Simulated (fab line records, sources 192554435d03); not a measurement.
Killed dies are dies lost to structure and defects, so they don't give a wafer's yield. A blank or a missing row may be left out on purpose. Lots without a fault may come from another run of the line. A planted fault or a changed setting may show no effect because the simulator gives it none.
Problem report in the 8D (eight disciplines) form, filled by code | flow n5_finfet | the parts of the form that need people (team, actions taken, sign-off) are left out

1. THE PROBLEM
HMC_CMP_THK at N5_PMOS_HMC_CHANNEL_EPI_THK_MEAS_22 reads a mean of 49.2 nm on 6 wafers of 2 lots; wafers without a fault read 53.8 nm with a standard deviation of 0.77. That is -5.9 standard deviations from the usual mean.
First seen on wafer L578.4, day 6 02:01, on film_metro-02. The record holds 27 wafers of 9 lots with a number at this step. Rule for "out", or "out of limits": more than 4 standard deviations from the usual mean. The other wafers with a number count as sound.

2. WHAT IT IS AND WHAT IT IS NOT
question                    | is                           | is not
which readings at this step | HMC_CMP_THK                  | -
which lots                  | L578, L579                   | L565, L566, L570, L573, L581, L582, L583
which wafers of those lots  | all that have a number       | -
read on which gauges        | film_metro-01, film_metro-02 | -
when                        | from day 6 02:01             | up to then (12 sound wafers); but 9 sound wafers of L581, L582, L583 came after

3. SUSPECTS, AND WHAT RULES EACH OUT
Counting: a tool at a process step up to the reading stays a suspect if it ran every lot that is out and no sound lot after the first of them.
- the gauge at N5_PMOS_HMC_CHANNEL_EPI_THK_MEAS_22: ruled out. The wafers that are out were read on 2 gauges (film_metro-01, film_metro-02).
- epi_rpcvd-04 at N5_PMOS_HMC_CHANNEL_EPI_EPI_20 (deposits SiGe30, target thk 59 nm): kept. It ran every lot that is out, first L578 (day 6 00:59), and no sound lot after that; its last sound lot up to then is L573 (day 4 18:13). Its own readings are out on those wafers: chamber_pressure_Torr.
Left after counting: epi_rpcvd-04 at N5_PMOS_HMC_CHANNEL_EPI_EPI_20.

4. THE CAUSE (what the simulator had put in)
Process parameter drift: epi_rpcvd-04, from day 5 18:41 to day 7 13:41, at N5_PMOS_HMC_CHANNEL_EPI_EPI_20. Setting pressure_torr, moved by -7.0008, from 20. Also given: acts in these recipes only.
Counting left only this tool.

5. THE CHAIN OF EFFECTS, in route order
Each row: a reading whose mean over the struck wafers that have a number lies more than 3 standard deviations from the usual. Only readings for which the record gives a usual standard deviation are gone through. hours: the time from each lot's start at the first step in this table that gives one to its start at this step, as a median over the lots. sigmas: the change in usual standard deviations.
hours | step                                | reading               | usual      | on struck wafers | change | sigmas
0     | N5_PMOS_HMC_CHANNEL_EPI_EPI_20      | chamber_pressure_Torr | 20.00 Torr | 13.00            | -7.00  | -99 or more
1     | N5_PMOS_HMC_CHANNEL_EPI_THK_MEAS_22 | HMC_CMP_THK           | 53.8 nm    | 49.2             | -4.5   | -5.9
152   | N5_BEOL_M4_RC_MEAS_101              | ION_P                 | 461 uA/um  | 407              | -54    | -6.5
152   | N5_BEOL_M4_RC_MEAS_101              | VT_P                  | -251 mV    | -266             | -14    | -4.1
152   | N5_BEOL_M4_RC_MEAS_101              | VT_P_LONG             | -275 mV    | -292             | -17    | -5.2
152   | N5_BEOL_M4_RC_MEAS_101              | VT_P_LVT              | -99.0 mV   | -110.8           | -11.8  | -4.2
256   | N5_PASSIVATION_PROBE_49             | sort_bin_8_speed      | 0.00 %     | 89.59            | +89.59 | +99 or more
256   | N5_PASSIVATION_PROBE_49             | sort_n_pass           | 1079       | 11               | -1068  | -56
The process steps in it:
- N5_PMOS_HMC_CHANNEL_EPI_EPI_20: deposits SiGe30, target thk 59 nm.
- N5_PASSIVATION_PROBE_49
Later measuring or inspecting steps at which every struck wafer that the step has a row for has a number for every such reading, and none has moved that far: N5_PMOS_HMC_CHANNEL_EPI_INSPECT_30.

6. WHAT WOULD HAVE CAUGHT IT SOONER
In this record the first reading out of limits at a measuring or inspecting step was taken at day 6 02:01, 7 hours after the fault began at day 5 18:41.
The tool's own readings at N5_PMOS_HMC_CHANNEL_EPI_EPI_20 were out on every struck wafer that the step has a row for (chamber_pressure_Torr): an alarm limit on them would have fired on the first of those.
Of the lots that are out (2), L579 began N5_PMOS_HMC_CHANNEL_EPI_EPI_20 on epi_rpcvd-04 after day 6 02:01. A hold on the tool at that time would have spared it.
